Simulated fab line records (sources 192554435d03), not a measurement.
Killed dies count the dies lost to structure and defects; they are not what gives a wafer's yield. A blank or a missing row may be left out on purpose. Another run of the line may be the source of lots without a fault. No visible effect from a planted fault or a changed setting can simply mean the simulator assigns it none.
Matching of chambers    flow n5Finfet    3 sister chambers for N5_BEOL_M8_CURE_74 on uvCure-02
The step cures SiCOH lowk, time 240 s. 27 wafers are shown with their chamber, then 12 later ones without.

WAFERS PAIRED WITH THEIR CHAMBERS
wafer   chamber  wafer_temp_C_max  lampPowerPct (%)
L074.3  2        386.6             52.42
L074.4  2        386.3             52.35
L074.5  2        386.8             52.34
L075.1  2        386.7             52.28
L075.4  2        386.7             52.35
L075.5  2        387.3             52.26
L078.1  0        386.6             52.27
L078.4  0        386.5             52.23
L078.6  0        387.1             52.41
L083.1  1        386.9             52.35
L083.2  1        387.3             52.32
L083.3  1        387.0             52.28
L083.4  1        387.2             52.27
L083.5  1        386.3             52.25
L083.6  1        386.0             52.19
L084.1  1        386.6             52.29
L084.3  1        386.5             52.34
L084.5  1        386.8             52.35
L089.1  0        386.9             52.21
L089.2  0        387.1             52.33
L089.5  0        386.9             52.28
L089.3  0        386.5             52.28
L089.4  0        386.8             52.37
L089.6  0        387.1             52.32
L087.1  2        386.1             52.40
L087.2  2        386.6             52.34
L087.6  2        386.3             52.19

SIGNATURES (means of the wafers above)
reading           chamber 0  chamber 1  chamber 2  scatter within a chamber
wafer_temp_C_max  386.833    386.733    386.600    0.349
lampPowerPct      52.3000    52.2933    52.3256    0.0634
Rule: a wafer's distance from a chamber is the root of the sum, over the readings, of the square of ((its reading less the chamber's mean) divided by the reading's scatter). The wafer belongs to the nearest chamber; if the next one is less than 2 further off, it can't be placed. The scatter is the square root of a quotient: the sum, over the shown wafers, of each reading's squared deviation from its chamber's mean, divided by wafers minus chambers.

WAFERS WITH NO CHAMBER GIVEN
wafer   wafer_temp_C_max  lampPowerPct (%)
L087.3  386.7             52.30
L087.4  386.4             52.33
L087.5  386.4             52.28
L090.2  385.6             52.27
L090.3  386.7             52.37
L090.6  386.7             52.20
L095.1  386.7             52.29
L095.3  387.1             52.48
L095.6  387.2             52.37
L096.1  386.2             52.25
L096.5  386.4             52.27
L096.6  386.8             52.29

WHICH CHAMBER EACH ONE RAN IN
wafer   from the rows above           in truth
L087.3  can't be placed: 1 or 0 or 2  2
L087.4  can't be placed: 2 or 1 or 0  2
L087.5  can't be placed: 2 or 1 or 0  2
L090.2  can't be placed: 2 or 1 or 0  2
L090.3  can't be placed: 2 or 0 or 1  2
L090.6  can't be placed: 1 or 0 or 2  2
L095.1  can't be placed: 1 or 0 or 2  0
L095.3  can't be placed: 2 or 0 or 1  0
L095.6  can't be placed: 0 or 1 or 2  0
L096.1  can't be placed: 2 or 1 or 0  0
L096.5  can't be placed: 1 or 2 or 0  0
L096.6  can't be placed: 0 or 1 or 2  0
Placed correctly: 0 of 12. Can't be placed from these rows: 12 (the true chamber is among the candidates in 12). Wrongly placed: 0.
